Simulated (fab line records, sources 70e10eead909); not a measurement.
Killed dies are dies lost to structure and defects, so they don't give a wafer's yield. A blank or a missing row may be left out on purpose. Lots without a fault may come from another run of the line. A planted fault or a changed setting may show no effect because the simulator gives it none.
Which tool did it? | flow nand_harc | 24 lots, 72 wafers sampled, at 1 step of a route of 1159

WHAT THE GAUGES READ, wafer by wafer
NHARC_A_CHANNEL_HOLE_D1_INSPECT_40.
lot  | measured     | on                | raw_defect_count
L074 | day 9 01:44  | defect_inspect-02 | 69 63 75
L075 | day 9 03:23  | defect_inspect-01 | 66 63 71
L076 | day 9 06:04  | defect_inspect-02 | 42 64 61
L077 | day 9 07:35  | defect_inspect-02 | 62 52 63
L078 | day 9 10:04  | defect_inspect-02 | 57 33 83
L079 | day 9 16:16  | defect_inspect-01 | 35 46 37
L080 | day 10 00:44 | defect_inspect-02 | 67 48 52
L081 | day 10 08:31 | defect_inspect-01 | 61 70 70
L083 | day 10 20:21 | defect_inspect-01 | 39 63 67
L082 | day 10 20:34 | defect_inspect-02 | 63 85 71
L087 | day 11 23:11 | defect_inspect-01 | 97 77 86
L084 | day 12 00:10 | defect_inspect-02 | 81 67 91
L086 | day 12 03:20 | defect_inspect-02 | 93 79 91
L085 | day 12 04:19 | defect_inspect-02 | 53 42 68
L089 | day 12 12:32 | defect_inspect-01 | 67 73 70
L090 | day 12 13:26 | defect_inspect-01 | 64 66 57
L088 | day 12 17:59 | defect_inspect-01 | 51 59 69
L091 | day 12 18:29 | defect_inspect-01 | 29 39 55
L093 | day 13 07:02 | defect_inspect-02 | 51 73 78
L092 | day 13 07:22 | defect_inspect-02 | 74 87 64
L094 | day 13 11:15 | defect_inspect-02 | 86 71 75
L095 | day 13 19:34 | defect_inspect-01 | 76 88 83
L097 | day 14 02:09 | defect_inspect-01 | 45 38 41
L096 | day 14 06:20 | defect_inspect-01 | 59 53 45

WHICH TOOL RAN EACH LOT (tool, then ch and the chambers of the sampled wafers, then the start)
The record holds no process step before these readings.

WHAT THE TOOLS THEMSELVES READ (means of the sampled wafers that have a number; where no wafer has one, the mark that the record gives instead)
The record holds no such reading with a usual standard deviation.

THE ANSWER, worked out from the rows above alone
Rule: what is usual is taken from the lots themselves. Put in order of their means at a reading, lots are off if they are a third of the lots or fewer, leave a main group of 4 or more, and stand apart from it by a gap of 3 or more times the standard deviation of the main group's means; of several such gaps the widest counts. A main group whose means are all the same, to the digits that the tables above print for the reading, isn't used. A lot without any number at a reading at which 4 lots or more have one is off too. The other lots that the step has rows for count as sound. The gauges are gone through in route order, then the tools' own readings, and for those a lot's mean is taken as printed above. The first step at which some lot is off is used, and at that step the reading that is off furthest; a lot without a number counts as furthest.
No lot is off at any reading shown: from this, nothing can be told.

WHAT THE SIMULATOR HAD PUT IN
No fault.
